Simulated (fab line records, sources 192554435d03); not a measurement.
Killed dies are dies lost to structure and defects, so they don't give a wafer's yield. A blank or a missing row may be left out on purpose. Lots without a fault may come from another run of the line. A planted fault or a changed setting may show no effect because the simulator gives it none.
Chamber matching | flow n5_finfet | N5_DUMMY_GATE_STRIP_41 on rie_diel-04: 4 sister chambers
The step strips in O2. 4 wafers are shown with their chamber, then 10 later ones without.

WAFERS WITH THEIR CHAMBER
wafer  | chamber | drypump_motor_current_A (A)
L086.2 | 0       | 5.2
L086.6 | 3       | 5.2
L088.1 | 1       | 5.2
L088.2 | 2       | 6.2

WAFERS WITHOUT THEIR CHAMBER
wafer  | drypump_motor_current_A (A)
L088.4 | 5.2
L092.1 | 5.3
L092.2 | 5.2
L092.5 | 5.2
L096.1 | 6.2
L096.2 | 5.3
L096.6 | 5.2
L097.1 | 5.2
L097.3 | 5.2
L097.5 | 5.2

WHICH CHAMBER EACH WENT THROUGH
wafer  | from the rows above          | in truth
L088.4 | can't be placed: 0 or 1 or 3 | 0
L092.1 | can't be placed: 0 or 1 or 3 | 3
L092.2 | can't be placed: 0 or 1 or 3 | 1
L092.5 | can't be placed: 0 or 1 or 3 | 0
L096.1 | 2                            | 2
L096.2 | can't be placed: 0 or 1 or 3 | 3
L096.6 | can't be placed: 0 or 1 or 3 | 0
L097.1 | can't be placed: 0 or 1 or 3 | 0
L097.3 | can't be placed: 0 or 1 or 3 | 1
L097.5 | can't be placed: 0 or 1 or 3 | 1
Placed correctly: 1 of 10. Can't be placed from these rows: 9 (the true chamber is among the candidates in 9). Placed wrongly: 0.
How it was worked out, from the rows above alone: a wafer's distance from a chamber is the root of the sum, over the readings, of the square of ((its reading less the chamber's mean) divided by the reading's scatter). The wafer belongs to the nearest chamber; if the next one is less than 2 further off, it can't be placed. A chamber's mean is the mean of its shown wafers. The scatter: with one shown wafer a chamber, the root of the mean of the squares of how far each hidden wafer lies from its nearest shown one.
